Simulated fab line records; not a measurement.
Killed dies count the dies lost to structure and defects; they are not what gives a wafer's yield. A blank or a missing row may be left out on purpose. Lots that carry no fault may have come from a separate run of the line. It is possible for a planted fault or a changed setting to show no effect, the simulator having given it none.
fab line records    flow nand_harc    part 1 of 2: steps 1 to 41 of 42
[record] lots = 6  wafers = 18  last_day = 23
route steps=1159 shown A_M1@1040 A_BONDPAD@1059 END@1159
lots that met no fault: from a run of the same line without faults
start_h: hours from the record's first day to the start of the lot's first wafer shown    wait_h: hours elapsed since this lot's preceding step    " unchanged from the row above    L1.1+2: one row covering several wafers at once    - value missing, or start not given    * or withheld: withheld    < > ~ a bound
route shown NAME@n: names a module that has steps shown in the file, with the first one's number in the route    usual: mean and standard deviation over wafers with no fault    same: alike in all rows    chamber/n: place in a boat    sites: per-site readings    _std_site: standard deviation of those values    _edge_site: inner sites' mean taken away from outer sites' mean    radius_mm: for every site, how far away it sits from the centre of the wafer    mask NAME#n: copy n    behind: the tool/chamber that last shaped the wafer    hold: what put the lot on hold/how long, in hours/how the hold closed    device: whichever transistor did not switch (one of n, p or np)    end of line: tests of these same wafers at the route's end    a step given without rows: its recipe and nothing more    killed: the dies lost at the first sort to structure and to defects; this is not the yield of the wafer    map: per-die view of a wafer (x killed, . not killed, _ where there is no die)
set.NAME: setting as actually run; set.NAME@STEP: the setting as run at that earlier step    model.NAME: the simulator's own value behind a step, which no gauge read
lots seen at some steps along the route; tables by step, rows by wafer
services: a tool's chamber out of use, with start hour (start_h, from the record's first day; less than 0 if before it), hours out, and reason
[[steps]]
[step NHARC_A_M1_ETCH_35]
[recipe] target_depth_a = 400  overetch_a = 120  time_s = 43.94  ion_energy_ev = 200  n2_flow_sccm = 150  h2_flow_sccm = 150  ar_flow_sccm = 0  rf_w = 400  bias_w = 150  chemistry = N2/H2
[step NHARC_A_M1_ETCH_15]
[recipe] target_depth_a = 1825  time_s = 91.2  c4f8_flow_sccm = withheld  ar_flow_sccm = 400  rf_w = 600  bias_w = 300  chemistry = C4F8/Ar
[step NHARC_A_M1_CD_MEAS_16]
[usual] cd_nm = 119.6/1
lot.wafer  tool       chamber  start_h  wait_h  cd_nm
L775.2     cd_sem-03  -        428.13   -       120.5
L775.3     "          -        "        "       119.6
L775.5     "          -        "        "       120.3
L772.1     cd_sem-03  -        431.06   -       120.1
L772.3     "          -        "        "       118.0
L772.4     "          -        "        "       121.2
L777.3     cd_sem-01  -        447.31   -       117.5
L777.4     "          -        "        "       120.5
L777.6     "          -        "        "       118.1
L784.2     cd_sem-02  -        474.36   -       120.1
L784.3     "          -        "        "       120.2
L784.6     "          -        "        "       119.2
L781.2     cd_sem-01  -        501.39   -       120.6
L781.3     "          -        "        "       120.1
L781.5     "          -        "        "       118.4
L787.4     cd_sem-03  -        514.79   -       120.2
L787.5     "          -        "        "       121.1
L787.6     "          -        "        "       119.2
[step NHARC_A_M1_STRIP_18]
[recipe] power_w = 1000  n2_flow_sccm = 150  h2_flow_sccm = 150  ar_flow_sccm = 0  bias_w = 0  chemistry = N2/H2
[step NHARC_A_M1_ETCH_28]
[recipe] target_depth_a = 300  over_etch_frac = 0.3  time_s = 72.99  ion_energy_ev = 150  cf4_flow_sccm = 50  n2_flow_sccm = 100  ar_flow_sccm = 150  rf_w = 300  bias_w = 100  chemistry = CF4/N2
[step NHARC_A_M1_STRIP_19]
[recipe] time_s = 600  temp_c = 30  chemistry = post_etch_residue_remover
[step NHARC_A_M1_DEGAS_29]
[recipe] temp_c = 250  time_s = 60
[usual] heater_power_w = 329/32
lot.wafer  tool            chamber  start_h  wait_h  heater_power_w
L775.2     pvd_sputter-03  -        428.87   -       295
L775.3     "               -        "        "       367
L775.5     "               -        "        "       306
L772.3     pvd_sputter-02  -        431.79   -       334
L772.1     "               -        "        "       337
L772.4     "               -        "        "       348
L777.3     pvd_sputter-01  -        448.04   -       371
L777.4     "               -        "        "       357
L777.6     "               -        "        "       362
L784.2     pvd_sputter-01  -        475.10   -       371
L784.3     "               -        "        "       363
L784.6     "               -        "        "       303
L781.3     pvd_sputter-03  -        502.13   -       301
L781.2     "               -        "        "       298
L781.5     "               -        "        "       308
L787.4     pvd_sputter-03  -        515.59   -       289
L787.6     "               -        "        "       306
L787.5     "               -        "        "       371
[step NHARC_A_M1_PRE_CLEAN_30]
[recipe] time_s = 30  temp_c = 280  gas = H2/He
[step NHARC_A_M1_PVD_20]
[recipe] target_thk_a = 50  bias_v = 168.6  power_w = 15000  chamber_pressure_pa = 0.12  time_s = 8.06  substrate_temp_c = 50  material = TaN
[step NHARC_A_M1_PVD_21]
[recipe] target_thk_a = 300  chamber_pressure_pa = 5  power_w = 5000  substrate_temp_c = 30  time_s = 20.49  material = Cu
[step NHARC_A_M1_ECD_22]
[recipe] target_thk_a = 4000  bath_temp_c = 25  material = Cu
[step NHARC_A_M1_ANNEAL_31]
[recipe] temp_c = 225  time_s = 90
[step NHARC_A_M1_CMP_23]
[recipe] t_overpolish_s = 20  target_thk_nm = 154.34
[usual] motor_current_A = 12.1/1.1  pad_life_wafers = 286/140  time_to_endpoint_s = 27/3.5
lot.wafer  tool    chamber  start_h  wait_h  motor_current_A  pad_life_wafers  time_to_endpoint_s
L775.2     cmp-01  2        430.05   -       12.5             301              23
L775.3     "       0        "        "       11.2             303              32
L775.5     "       2        "        "       12.0             -                25
L772.1     cmp-04  2        432.94   -       13.8             156              23
L772.3     "       3        "        "       12.4             157              26
L772.4     "       0        "        "       10.5             158              24
L777.3     cmp-04  1        449.14   -       13.5             264              28
L777.4     "       2        "        "       13.3             265              26
L777.6     "       2        "        "       13.7             -                25
L784.2     cmp-04  3        476.17   -       12.0             396              24
L784.3     "       2        "        "       14.3             399              23
L784.6     "       3        "        "       11.9             -                24
L781.3     cmp-04  0        503.30   -       10.6             0                30
L781.2     "       3        "        "       12.4             3                26
L781.5     "       1        "        "       13.3             -                29
L787.4     cmp-01  1        517.16   -       11.9             205              30
L787.5     "       0        "        "       11.2             -                34
L787.6     "       1        "        "       11.8             -                33
[step NHARC_A_M1_THK_MEAS_24]
[recipe] thk_meas_gauge = xrf
[usual] thk_nm = 153.7/1.7
lot.wafer  tool           chamber  start_h  wait_h  thk_nm
L775.2     film_metro-01  -        430.33   -       154.2
L775.3     "              -        "        "       156.9
L775.5     "              -        "        "       153.1
L772.1     film_metro-02  -        433.25   -       154.1
L772.3     "              -        "        "       154.4
L772.4     "              -        "        "       152.8
L777.3     film_metro-02  -        449.45   -       152.5
L777.4     "              -        "        "       152.5
L777.6     "              -        "        "       151.5
L784.2     film_metro-01  -        476.49   -       155.3
L784.3     "              -        "        "       152.1
L784.6     "              -        "        "       152.0
L781.2     film_metro-02  -        503.62   -       153.7
L781.3     "              -        "        "       155.4
L781.5     "              -        "        "       153.9
L787.4     film_metro-02  -        517.45   -       155.6
L787.5     "              -        "        "       154.4
L787.6     "              -        "        "       158.0
[step NHARC_A_M1_SRD_25]
[step NHARC_A_M1_INSPECT_27]
[usual] raw_defect_count = 529/160
lot.wafer  tool               chamber  start_h  wait_h  raw_defect_count
L775.2     defect_inspect-02  -        430.49   0.0     804
L775.3     "                  -        "        "       790
L775.5     "                  -        "        "       632
L772.1     defect_inspect-02  -        433.41   0.0     571
L772.3     "                  -        "        "       337
L772.4     "                  -        "        "       549
L777.3     defect_inspect-02  -        449.61   0.0     545
L777.4     "                  -        "        "       434
L777.6     "                  -        "        "       455
L784.2     defect_inspect-02  -        476.65   0.0     1008
L784.3     "                  -        "        "       1368
L784.6     "                  -        "        "       1368
L781.2     defect_inspect-01  -        503.78   0.0     825
L781.3     "                  -        "        "       826
L781.5     "                  -        "        "       817
L787.4     defect_inspect-01  -        517.62   0.0     421
L787.5     "                  -        "        "       500
L787.6     "                  -        "        "       421
[step NHARC_A_M1_PRE_CLEAN_32]
[recipe] time_s = 12  temp_c = 370  rf_power_w = 300  gas = NH3
[usual] heater_power_w = 598/87  rf_fwd_power_W = 292.6/0.99
lot.wafer  tool      chamber  start_h  wait_h  heater_power_w  rf_fwd_power_W
L775.2     pecvd-03  1        430.57   0.1     720             293.0
L775.3     "         2        "        "       587             292.2
L775.5     "         2        "        "       578             291.5
L772.3     pecvd-04  0        433.56   0.1     581             292.2
L772.1     "         1        "        "       444             293.7
L772.4     "         1        "        "       444             291.5
L777.3     pecvd-04  2        449.69   0.1     733             291.1
L777.6     "         2        "        "       737             292.2
L777.4     "         0        "        "       515             292.1
L784.2     pecvd-01  0        476.71   0.1     744             293.8
L784.3     "         2        "        "       549             293.8
L784.6     "         0        "        "       731             293.9
L781.2     pecvd-03  1        503.84   0.1     650             292.7
L781.3     "         0        "        "       601             292.7
L781.5     "         2        "        "       628             292.0
L787.4     pecvd-03  1        517.72   0.1     628             293.6
L787.5     "         2        "        "       636             292.7
L787.6     "         0        "        "       544             294.5
[step NHARC_A_M1_DEP_33]
[recipe] target_thk_a = 300  temp_c = 370  target_thk_nm = 30  pressure_torr = 3  flow_sccm = 200  rf_w = 450  material = SiCN
[step NHARC_A_BONDPAD_DEP_00]
[recipe] target_thk_a = 2500  temp_c = 370  target_thk_nm = 250  pressure_torr = 3  flow_sccm = 200  rf_w = 450  material = SiCN
[step NHARC_A_BONDPAD_CMP_29]
[recipe] target_thk_nm = 200  material = SiCN
[step NHARC_A_BONDPAD_THK_MEAS_30]
[recipe] thk_meas_gauge = ellipsometry
[usual] thk_nm = 199.5/1.7
lot.wafer  tool           chamber  start_h  wait_h  thk_nm
L775.2     film_metro-01  -        431.85   0.2     200.0
L775.3     "              -        "        "       200.0
L775.5     "              -        "        "       200.4
L772.1     film_metro-01  -        434.89   0.2     199.7
L772.3     "              -        "        "       198.5
L772.4     "              -        "        "       198.5
L777.3     film_metro-01  -        450.97   0.2     200.0
L777.4     "              -        "        "       201.6
L777.6     "              -        "        "       202.4
L784.2     film_metro-02  -        478.01   0.2     200.3
L784.3     "              -        "        "       201.3
L784.6     "              -        "        "       197.5
L781.2     film_metro-02  -        505.14   0.2     197.1
L781.3     "              -        "        "       201.0
L781.5     "              -        "        "       197.6
L787.4     film_metro-01  -        518.97   0.2     200.3
L787.5     "              -        "        "       200.6
L787.6     "              -        "        "       202.3
[step NHARC_A_BONDPAD_SRD_31]
[step NHARC_A_BONDPAD_DEHYDRATE_01]
[recipe] temp_c = 150  time_s = 120
[step NHARC_A_BONDPAD_HMDS_02]
[recipe] time_s = 30
[step NHARC_A_BONDPAD_COAT_33]
[recipe] temp_c = 200  time_s = 65
[step NHARC_A_BONDPAD_COAT_03]
[recipe] spin_rpm = 2000  resist_thk_nm = 600
[step NHARC_A_BONDPAD_SOFTBAKE_04]
[recipe] temp_c = 125  time_s = 70
[step NHARC_A_BONDPAD_EBR_05]
[step NHARC_A_BONDPAD_EXPOSE_06]
[recipe] na = 0.55  dose_mj = 36.99  mask_id = A_BPAD
[step NHARC_A_BONDPAD_PEB_07]
[recipe] peb_temp_c = 128  peb_time_s = 80
[step NHARC_A_BONDPAD_DEVELOP_08]
[recipe] time_s = 50  dev_temp_c = 22
[step NHARC_A_BONDPAD_CD_MEAS_09]
[recipe] target_cd_nm = 500  landing_energy_ev = 500
[usual] cd_nm = 499.7/2.1
lot.wafer  tool       chamber  start_h  wait_h  cd_nm
L775.2     cd_sem-01  0        432.29   -       499.2
L775.3     "          0        "        "       497.7
L775.5     "          0        "        "       496.4
L772.1     cd_sem-03  0        435.45   -       498.6
L772.3     "          0        "        "       502.0
L772.4     "          0        "        "       503.3
L777.3     cd_sem-02  0        451.54   -       498.3
L777.4     "          0        "        "       498.4
L777.6     "          0        "        "       499.1
L784.2     cd_sem-03  0        478.58   -       501.9
L784.3     "          0        "        "       498.8
L784.6     "          0        "        "       497.8
L781.2     cd_sem-03  0        505.71   -       501.2
L781.3     "          0        "        "       502.4
L781.5     "          0        "        "       497.4
L787.4     cd_sem-01  0        519.55   -       496.6
L787.5     "          0        "        "       501.2
L787.6     "          0        "        "       500.0
[step NHARC_A_BONDPAD_OVL_MEAS_35]
[usual] overlay_x_nm = -1/7.2  overlay_y_nm = -1/6.7
lot.wafer  tool        chamber  start_h  wait_h  overlay_x_nm  overlay_y_nm
L775.2     overlay-01  -        432.38   -       3             -12
L775.3     "           -        "        "       2             -12
L775.5     "           -        "        "       3             -13
L772.1     overlay-01  -        435.54   -       4             -6
L772.3     "           -        "        "       4             -7
L772.4     "           -        "        "       5             -7
L777.3     overlay-01  -        451.63   -       -3            0
L777.4     "           -        "        "       -3            -1
L777.6     "           -        "        "       -3            0
L784.2     overlay-01  -        478.67   -       -2            -4
L784.3     "           -        "        "       -1            -4
L784.6     "           -        "        "       -2            -4
L781.2     overlay-02  -        505.79   -       -3            -3
L781.3     "           -        "        "       -3            -3
L781.5     "           -        "        "       -4            -3
L787.4     overlay-01  -        519.63   -       -7            -7
L787.5     "           -        "        "       -6            -8
L787.6     "           -        "        "       -6            -8
[step NHARC_A_BONDPAD_HARDBAKE_10]
[recipe] temp_c = 118  time_s = 65
[step NHARC_A_BONDPAD_DESCUM_11]
[recipe] time_s = 3  o2_flow_sccm = 200  ar_flow_sccm = 0  bias_power_w = 0  chemistry = O2
[usual] drypump_motor_current_A = 6.0/0.55  oes_product_au = 1.003/0.02  rf_vpp_V = 57.8/0.86  showerhead_plenum_p_Torr = 1.92/0.091  throttle_valve_pct = 11.313/0.0086
lot.wafer  tool         chamber  start_h  wait_h  drypump_motor_current_A  oes_product_au  rf_hours_counter_h  rf_vpp_V  showerhead_plenum_p_Torr  throttle_valve_pct
L775.3     rie_diel-05  0        432.50   -       6.0                      0.984           16                  59.5      1.93                      11.308
L775.2     "            2        "        "       6.1                      0.984           16                  58.4      1.86                      11.306
L775.5     "            1        "        "       5.8                      1.003           -                   57.0      1.86                      11.298
L772.4     rie_diel-06  0        435.66   -       6.7                      0.978           0                   58.3      1.89                      11.312
L772.1     "            2        "        "       6.6                      1.002           0                   59.0      2.06                      11.312
L772.3     "            3        "        "       5.4                      1.013           0                   58.2      2.02                      11.307
L777.4     rie_diel-05  1        451.75   -       5.8                      1.011           17                  55.8      1.86                      11.305
L777.3     "            2        "        "       6.1                      0.978           18                  58.2      1.85                      11.310
L777.6     "            1        "        "       5.8                      1.015           -                   56.7      1.86                      11.331
L784.3     rie_diel-06  3        478.79   -       5.4                      1.005           2                   58.0      2.02                      11.304
L784.2     "            0        "        "       6.7                      0.964           1                   57.7      1.89                      11.317
L784.6     "            0        "        "       6.6                      0.980           -                   58.3      1.89                      11.308
L781.2     rie_diel-05  0        505.93   -       5.9                      0.987           27                  58.3      1.92                      11.317
L781.3     "            1        "        "       5.8                      0.997           28                  57.9      1.86                      11.323
L781.5     "            2        "        "       6.1                      0.981           -                   57.4      1.85                      11.315
L787.4     rie_diel-06  0        519.75   -       6.7                      0.983           3                   56.5      1.89                      11.301
L787.6     "            0        "        "       6.7                      0.981           -                   55.4      1.89                      11.311
L787.5     "            1        "        "       5.5                      1.045           -                   58.3      1.80                      11.324
[step NHARC_A_BONDPAD_ETCH_34]
[recipe] target_depth_a = 600  overetch_a = 180  time_s = 65.91  ion_energy_ev = 200  n2_flow_sccm = 150  h2_flow_sccm = 150  ar_flow_sccm = 0  rf_w = 400  bias_w = 150  chemistry = N2/H2
[usual] drypump_motor_current_A = 6.0/0.54  oes_product_au = 1.003/0.021  rf_fwd_power_W = 396.3/1.8  rf_vpp_V = 431.0/2.9  showerhead_plenum_p_Torr = 2.06/0.1  throttle_valve_pct = 14.172/0.01
lot.wafer  tool         chamber  start_h  wait_h  drypump_motor_current_A  oes_product_au  rf_fwd_power_W  rf_hours_counter_h  rf_vpp_V  showerhead_plenum_p_Torr  throttle_valve_pct
L775.3     rie_diel-05  0        432.58   0.1     5.9                      0.975           397.1           16                  430.4     2.05                      14.164
L775.2     "            3        "        "       5.7                      1.021           397.5           7                   432.8     2.09                      14.160
L775.5     "            0        "        "       5.9                      0.978           399.1           -                   430.2     2.05                      14.168
L772.1     rie_diel-06  2        435.75   0.1     6.6                      1.000           398.6           0                   434.3     2.20                      14.186
L772.4     "            3        "        "       5.4                      1.023           395.6           0                   433.4     2.16                      14.174
L772.3     "            0        "        "       6.7                      0.987           396.3           0                   429.9     2.02                      14.169
L777.4     rie_diel-05  2        451.84   0.1     6.2                      0.971           396.3           18                  430.5     1.98                      14.167
L777.3     "            3        "        "       5.7                      1.036           395.8           10                  431.9     2.09                      14.160
L777.6     "            2        "        "       6.2                      0.972           396.6           -                   428.8     1.98                      14.175
L784.3     rie_diel-06  2        478.88   0.1     6.6                      0.995           400.0           2                   437.0     2.20                      14.173
L784.2     "            1        "        "       5.4                      1.023           395.6           1                   427.3     1.91                      14.169
L784.6     "            2        "        "       6.6                      0.997           399.3           -                   434.9     2.20                      14.167
L781.3     rie_diel-05  3        506.01   0.1     5.7                      1.011           395.7           19                  430.3     2.08                      14.146
L781.2     "            0        "        "       5.9                      0.983           397.4           27                  431.3     2.05                      14.175
L781.5     "            1        "        "       5.8                      0.997           395.9           -                   427.7     1.98                      14.183
L787.4     rie_diel-06  3        519.84   0.1     5.4                      1.025           394.9           3                   432.7     2.16                      14.175
L787.5     "            2        "        "       6.6                      0.996           398.3           -                   434.2     2.20                      14.170
L787.6     "            3        "        "       5.4                      1.028           394.8           -                   432.3     2.16                      14.165
[step NHARC_A_BONDPAD_ETCH_12]
[recipe] target_depth_a = 2200  time_s = 110  chf3_flow_sccm = 50  o2_flow_sccm = 10  ar_flow_sccm = 200  rf_w = 500  bias_w = 200  chemistry = CHF3/O2
[usual] drypump_motor_current_A = 6.0/0.54  oes_product_au = 0.950/0.029  rf_fwd_power_W = 497.1/1.8  rf_vpp_V = 371.1/2.8  showerhead_plenum_p_Torr = 2.43/0.11  throttle_valve_pct = 20.573/0.0097
lot.wafer  tool         chamber  start_h  wait_h  drypump_motor_current_A  oes_product_au  rf_fwd_power_W  rf_hours_counter_h  rf_vpp_V  showerhead_plenum_p_Torr  throttle_valve_pct
L775.3     rie_diel-05  1        -        -       5.8                      0.937           496.3           15                  369.2     2.34                      20.580
L775.2     "            2        "        "       6.1                      0.905           497.8           16                  369.1     2.33                      20.561
L775.5     "            2        "        "       6.1                      0.912           497.1           -                   369.1     2.33                      20.582
L772.1     rie_diel-06  2        -        -       6.6                      0.972           501.1           0                   375.5     2.58                      20.563
L772.4     "            0        "        "       6.7                      0.938           496.3           0                   370.0     2.37                      20.596
L772.3     "            1        "        "       5.4                      0.992           498.0           0                   367.8     2.26                      20.572
L777.4     rie_diel-05  1        -        -       5.8                      0.930           495.6           17                  368.6     2.34                      20.561
L777.3     "            2        "        "       6.1                      0.901           494.5           18                  367.5     2.33                      20.565
L777.6     "            0        "        "       5.9                      0.914           495.6           -                   371.8     2.42                      20.569
L784.2     rie_diel-06  1        -        -       5.5                      0.990           498.6           1                   367.7     2.26                      20.588
L784.3     "            0        "        "       6.6                      0.932           494.9           1                   371.1     2.37                      20.560
L784.6     "            1        "        "       5.5                      0.994           496.4           -                   368.2     2.26                      20.580
L781.2     rie_diel-05  2        -        -       6.1                      0.907           497.0           29                  369.7     2.33                      20.565
L781.3     "            3        "        "       5.7                      0.944           498.8           19                  370.5     2.45                      20.553
L781.5     "            2        "        "       6.1                      0.914           498.0           -                   368.1     2.33                      20.571
L787.4     rie_diel-06  0        -        -       6.7                      0.911           494.6           3                   370.1     2.37                      20.557
L787.6     "            0        "        "       6.7                      0.906           496.5           -                   368.8     2.37                      20.568
L787.5     "            1        "        "       5.5                      0.952           496.8           -                   366.5     2.26                      20.594
[step NHARC_A_BONDPAD_CD_MEAS_13]
[usual] cd_nm = 498.9/2.4
lot.wafer  tool       chamber  start_h  wait_h  cd_nm
L775.2     cd_sem-02  -        432.83   -       498.6
L775.3     "          -        "        "       495.0
L775.5     "          -        "        "       496.1
L772.1     cd_sem-01  -        435.98   -       498.3
L772.3     "          -        "        "       500.8
L772.4     "          -        "        "       503.7
L777.3     cd_sem-03  -        452.08   -       498.1
L777.4     "          -        "        "       498.2
L777.6     "          -        "        "       499.0
L784.2     cd_sem-03  -        479.11   -       502.0
L784.3     "          -        "        "       499.4
L784.6     "          -        "        "       498.0
L781.2     cd_sem-03  -        506.24   -       498.3
L781.3     "          -        "        "       504.0
L781.5     "          -        "        "       497.2
L787.4     cd_sem-03  -        520.08   -       496.9
L787.5     "          -        "        "       499.4
L787.6     "          -        "        "       500.0
[step NHARC_A_BONDPAD_STRIP_15]
[recipe] o2_flow_sccm = 500  ar_flow_sccm = 0  bias_w = 0  chemistry = O2
[step NHARC_A_BONDPAD_ETCH_24]
[recipe] target_depth_a = 300  over_etch_frac = 0.3  time_s = 72.99  ion_energy_ev = 150  cf4_flow_sccm = 50  n2_flow_sccm = 100  ar_flow_sccm = 150  rf_w = 300  bias_w = 100  chemistry = CF4/N2
[step NHARC_A_BONDPAD_STRIP_16]
[recipe] time_s = 600  temp_c = 30  chemistry = post_etch_residue_remover
